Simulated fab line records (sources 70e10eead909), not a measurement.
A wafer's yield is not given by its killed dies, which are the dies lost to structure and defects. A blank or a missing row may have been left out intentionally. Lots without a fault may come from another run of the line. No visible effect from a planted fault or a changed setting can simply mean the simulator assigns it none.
8D (eight disciplines) problem report, filled in by code / flow nand-harc / the parts of the form that need people (team, actions taken, sign-off) are left out

## 1. PROBLEM STATEMENT
Mean of exposure-dose-mJ-cm2 at NHARC_THIN_TSV_EXPOSE_30: 10.670 across 6 wafers in 2 lots; on wafers with no fault it is 11.470 (standard deviation 0.011). That puts it -73 standard deviations away from the usual mean.
The step: exposes mask PAD.
First seen on wafer L455.2, day 32 17:44, on krf-scanner-04. At this step, 36 wafers from 12 lots have a number in the record. Rule for "out", or "out of limits": more than 4 standard deviations from the usual mean. The other wafers with a number count as sound.

## 2. WHAT IT IS, WHAT IT ISN'T
question=which readings at this step | is=exposure-dose-mJ-cm2 | is not=-
question=which lots | is=L455, L456 | is not=L435, L437, L439, L440, L442, L443, L445, L446, L457, L458
question=which wafers of those lots | is=all that have a number | is not=-
question=read on which tools | is=krf-scanner-04 | is not=krf-scanner-01, krf-scanner-03
question=when | is=from day 32 17:44 | is not=up to then (24 sound wafers); but 6 sound wafers of L457, L458 came after

## 3. THE SUSPECTS, EACH WITH WHAT RULES IT OUT
Counting: a tool stays on the suspect list if, at a process step up to the reading, it processed all lots that are out and no sound lot following the first of them.
- pvd-sputter-01 at NHARC_THIN_TSV_PRE_CLEAN_50 (time 30 s): kept. It processed each lot that is out, first L455 at day 32 16:50, and no sound lot thereafter; up to then, the last sound lot it processed was L435 at day 24 03:19. Because NHARC_THIN_TSV_PRE_CLEAN_50 lacks a start for some lots, the hours and order of its lots are taken from NHARC_THIN_TSV_PRE_CLEAN_54.
- krf-scanner-04 at NHARC_THIN_TSV_EXPOSE_30 (exposes mask PAD): kept. It processed each lot that is out, first L455 at day 32 17:44, and no sound lot thereafter; up to then, the last sound lot it processed was L446 at day 27 21:07. On those wafers its own readings are out: exposure-dose-mJ-cm2.
The count leaves krf-scanner-04 at NHARC_THIN_TSV_EXPOSE_30 and pvd-sputter-01 at NHARC_THIN_TSV_PRE_CLEAN_50.

## 4. THE CAUSE (what the simulator had put in)
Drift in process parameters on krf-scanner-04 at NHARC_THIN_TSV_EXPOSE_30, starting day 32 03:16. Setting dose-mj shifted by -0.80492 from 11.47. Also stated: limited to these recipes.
After counting, 2 suspects remain, this tool included.

## 5. THE CHAIN OF EFFECTS, in route order
One row per reading whose mean, taken over the struck wafers that have a number, lies over 3 standard deviations from the usual. Only readings for which the record gives a usual standard deviation are gone through. hours: the time from each lot's start at the first step in this table that gives one to its start at this step, as a median over the lots. sigmas: the change in usual standard deviations.
hours=0; step=NHARC_THIN_TSV_EXPOSE_30; reading=exposure-dose-mJ-cm2; usual=11.470; on struck wafers=10.670; change=-0.800; sigmas=-73
Its process steps:
- NHARC_THIN_TSV_EXPOSE_30: exposes mask PAD.
Later measuring or inspecting steps at which every struck wafer that the step has a row for has a number for every such reading, and none has moved that far: NHARC_END_SORT_01.

## 6. WHAT WOULD HAVE CAUGHT IT SOONER
In this record the first reading out of limits was taken at day 32 17:44, 14 hours after the fault began at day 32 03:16.
